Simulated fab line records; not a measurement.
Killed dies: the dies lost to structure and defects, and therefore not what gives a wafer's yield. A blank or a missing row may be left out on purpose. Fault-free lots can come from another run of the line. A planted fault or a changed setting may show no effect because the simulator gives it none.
The tool behind it: which one? | flow n5-finfet | 10 lots with 29 wafers sampled at 4 steps, on a route of 1938 steps

## WHAT THE GAUGES READ, wafer by wafer
N5_BEOL_M9_CD_MEAS_35: target cd 70 nm, target cd y 40 nm. Usual: 69.9 nm for cd-nm, sd 0.46.
lot  | measured     | on        | cd-nm (nm)     | flag
L263 | day 11 13:19 | cd-sem-02 | 69.7 69.2 69.2 |
L265 | day 12 18:40 | cd-sem-01 | 69.9 69.8 69.8 |
L271 | day 13 14:31 | cd-sem-01 | 71.1 71.2      |
L278 | day 15 21:16 | cd-sem-03 | 69.5 70.7 69.4 |
L281 | day 16 09:18 | cd-sem-02 | 70.2 70.3 70.8 |
L280 | day 16 18:56 | cd-sem-01 | 70.1 70.6 70.0 |
L285 | day 17 14:15 | cd-sem-01 | 69.1 69.3 68.3 |
L284 | day 17 21:22 | cd-sem-01 | 69.8 69.3 69.8 |
L286 | day 18 05:14 | cd-sem-03 | 70.2 70.2 69.9 |
L283 | day 18 06:50 | cd-sem-02 | 70.2 70.5 69.7 |

## EACH LOT AND THE TOOL THAT RAN IT (in order: tool; ch and the chambers of the sampled wafers; start)
lot  | N5_BEOL_M9_ETCH_62                 | N5_BEOL_M9_HM_OPEN_17             | N5_BEOL_M9_STRIP_36
L263 | rie-diel-02 ch 0,1,3, day 11 07:38 | rie-metal-01 ch 0,1, day 11 07:49 | rie-diel-05 ch 0,3, day 11 12:56
L265 | rie-diel-05 ch 0,1,3, day 12 17:02 | rie-metal-02 ch 1, day 12 17:13   | rie-diel-02 ch 0,1,3, day 12 18:19
L271 | rie-diel-05 ch 0,2, day 13 09:26   | rie-metal-01 ch 0,1, day 13 09:37 | rie-diel-02 ch 1,2, day 13 14:09
L278 | rie-diel-02 ch 0,3, day 15 19:12   | rie-metal-03 ch 0,1, day 15 19:23 | rie-diel-03 ch 1,2,3, day 15 20:53
L281 | rie-diel-05 ch 0,3, day 16 07:30   | rie-metal-02 ch 0,1, day 16 07:41 | rie-diel-05 ch 0,3, day 16 08:56
L280 | rie-diel-05 ch 0,1, day 16 14:39   | rie-metal-02 ch 0,1, day 16 14:50 | rie-diel-05 ch 0,2, day 16 18:34
L285 | rie-diel-05 ch 1,2,3, day 17 12:31 | rie-metal-03 ch 0,1, day 17 12:43 | rie-diel-05 ch 0,2,3, day 17 13:53
L284 | rie-diel-02 ch 0,1,2, day 17 18:58 | rie-metal-03 ch 0,1, day 17 19:09 | rie-diel-02 ch 0,2,3, day 17 20:59
L286 | rie-diel-05 ch 1,2, day 18 03:43   | rie-metal-02 ch 0,1, day 18 03:56 | rie-diel-05 ch 0,1, day 18 04:46
L283 | rie-diel-03 ch 0,3, day 18 05:17   | rie-metal-02 ch 0,1, day 18 05:29 | rie-diel-05 ch 0,1, day 18 06:22
- N5_BEOL_M9_ETCH_62: etches SOC in N2/H2, target depth 110 nm, overetch 22 nm, time 165 s.
- N5_BEOL_M9_HM_OPEN_17: chemistry Cl2/BCl3, target TiN, target depth 20 nm, overetch 6 nm.
- N5_BEOL_M9_STRIP_36: strips in N2/H2.

## AS READ BY THE TOOLS THEMSELVES (means over the sampled wafers that have a number; for cases with no such wafer, the mark the record gives instead)
N5_BEOL_M9_ETCH_62. Usual: drypump-motor-current-A 5.8 A, standard deviation 0.44; oes-product-au 0.67 a.u., standard deviation 0.07; rf-vpp-V 523.1 V, standard deviation 2.1; showerhead-plenum-p-Torr 2.51 Torr, standard deviation 0.07; temp-c 40.00 C, standard deviation 0.11; throttle-valve-pct 17.90 %, standard deviation 0.23.
lot  | tool        | drypump-motor-current-A (A) | oes-product-au (a.u.) | rf-vpp-V (V) | showerhead-plenum-p-Torr (Torr) | temp-c (C) | throttle-valve-pct (%) | flag
L263 | rie-diel-02 | 5.4                         | 0.68                  | 522.5        | 2.49                            | 40.02      | 17.91                  |
L265 | rie-diel-05 | 5.8                         | 0.65                  | 523.9        | 2.53                            | 39.93      | 17.83                  |
L271 | rie-diel-05 | 6.0                         | 0.67                  | 523.0        | 2.50                            | 39.93      | 17.76                  |
L278 | rie-diel-02 | 5.2                         | 0.70                  | 523.2        | 2.52                            | 39.90      | 17.85                  |
L281 | rie-diel-05 | 6.2                         | 0.68                  | 523.2        | 2.50                            | 39.94      | 17.91                  |
L280 | rie-diel-05 | 5.5                         | 0.73                  | 524.5        | 2.54                            | 39.85      | 17.60                  |
L285 | rie-diel-05 | 6.0                         | 0.66                  | 522.6        | 2.51                            | 40.04      | 17.89                  |
L284 | rie-diel-02 | 5.5                         | 0.67                  | 522.5        | 2.48                            | 40.08      | 17.98                  |
L286 | rie-diel-05 | 5.9                         | 0.70                  | 523.2        | 2.50                            | 40.08      | 17.78                  |
L283 | rie-diel-03 | 5.8                         | 0.61                  | 526.7        | 2.64                            | 40.11      | 18.07                  |

N5_BEOL_M9_HM_OPEN_17. Usual: drypump-motor-current-A 5.9 A, standard deviation 0.53; he-backside-leak-sccm 3.38 sccm, standard deviation 0.15; oes-product-au 0.71 a.u., standard deviation 0.058; throttle-valve-pct 21.97 %, standard deviation 0.23.
lot  | tool         | drypump-motor-current-A (A) | he-backside-leak-sccm (sccm) | oes-product-au (a.u.) | throttle-valve-pct (%) | flag
L263 | rie-metal-01 | 6.6                         | 3.25                         | 0.75                  | 21.98                  |
L265 | rie-metal-02 | 6.0                         | 3.42                         | 0.70                  | 22.38                  |
L271 | rie-metal-01 | 6.5                         | 3.31                         | 0.71                  | 21.96                  |
L278 | rie-metal-03 | 5.4                         | 3.36                         | 0.68                  | 21.84                  |
L281 | rie-metal-02 | 5.7                         | 3.38                         | 0.75                  | 22.02                  |
L280 | rie-metal-02 | 5.9                         | 3.58                         | 0.70                  | 22.23                  |
L285 | rie-metal-03 | 5.7                         | 3.42                         | 0.71                  | 21.74                  |
L284 | rie-metal-03 | 5.4                         | 3.50                         | 0.67                  | 21.83                  |
L286 | rie-metal-02 | 5.9                         | 3.43                         | 0.69                  | 22.25                  |
L283 | rie-metal-02 | 5.9                         | 3.45                         | 0.69                  | 22.22                  |

N5_BEOL_M9_STRIP_36. Usual: drypump-motor-current-A 5.7 A, standard deviation 0.37; oes-product-au 0.77 a.u., standard deviation 0.085; rf-vpp-V 59.3 V, standard deviation 1.4; showerhead-plenum-p-Torr 2.52 Torr, standard deviation 0.084; temp-c 39.99 C, standard deviation 0.1; throttle-valve-pct 23.80 %, standard deviation 0.24.
lot  | tool        | drypump-motor-current-A (A) | oes-product-au (a.u.) | rf-vpp-V (V) | showerhead-plenum-p-Torr (Torr) | temp-c (C) | throttle-valve-pct (%) | flag
L263 | rie-diel-05 | 6.2                         | 0.73                  | 59.9         | 2.51                            | 39.93      | 23.82                  |
L265 | rie-diel-02 | 5.4                         | 0.79                  | 59.6         | 2.48                            | 39.93      | 23.82                  |
L271 | rie-diel-02 | 5.8                         | 0.77                  | 58.8         | 2.44                            | 40.11      | 23.87                  |
L278 | rie-diel-03 | 5.6                         | 0.68                  | 58.6         | 2.51                            | 39.84      | 23.92                  |
L281 | rie-diel-05 | 6.0                         | 0.88                  | 59.7         | 2.50                            | 39.93      | 23.58                  |
L280 | rie-diel-05 | 5.9                         | 0.92                  | 59.6         | 2.48                            | 39.98      | 23.42                  |
L285 | rie-diel-05 | 6.1                         | 0.82                  | 58.5         | 2.48                            | 39.94      | 23.64                  |
L284 | rie-diel-02 | 5.6                         | 0.78                  | 59.1         | 2.47                            | 39.98      | 23.78                  |
L286 | rie-diel-05 | 5.7                         | 0.88                  | 60.0         | 2.51                            | 40.07      | 23.47                  |
L283 | rie-diel-05 | 5.5                         | 0.84                  | 58.8         | 2.53                            | 39.94      | 23.55                  |

## THE ANSWER, worked out from the rows above alone
Rule: take the mean of a lot's wafers that have a number; if it is more than 3 standard deviations from the usual mean, the lot is off. Also off: a lot with no number at a reading for which 4 or more lots have one. All remaining lots with rows at the step are treated as sound. After the gauges, taken in route order, come the tools' own readings; for these a lot's mean is taken, as printed above. The first step at which some lot is off is used, and at that step the reading that is off furthest; a lot without a number counts as furthest.
No lot is off on any of the readings shown, so nothing can be concluded from this.

## WHAT THE SIMULATOR HAD INSERTED
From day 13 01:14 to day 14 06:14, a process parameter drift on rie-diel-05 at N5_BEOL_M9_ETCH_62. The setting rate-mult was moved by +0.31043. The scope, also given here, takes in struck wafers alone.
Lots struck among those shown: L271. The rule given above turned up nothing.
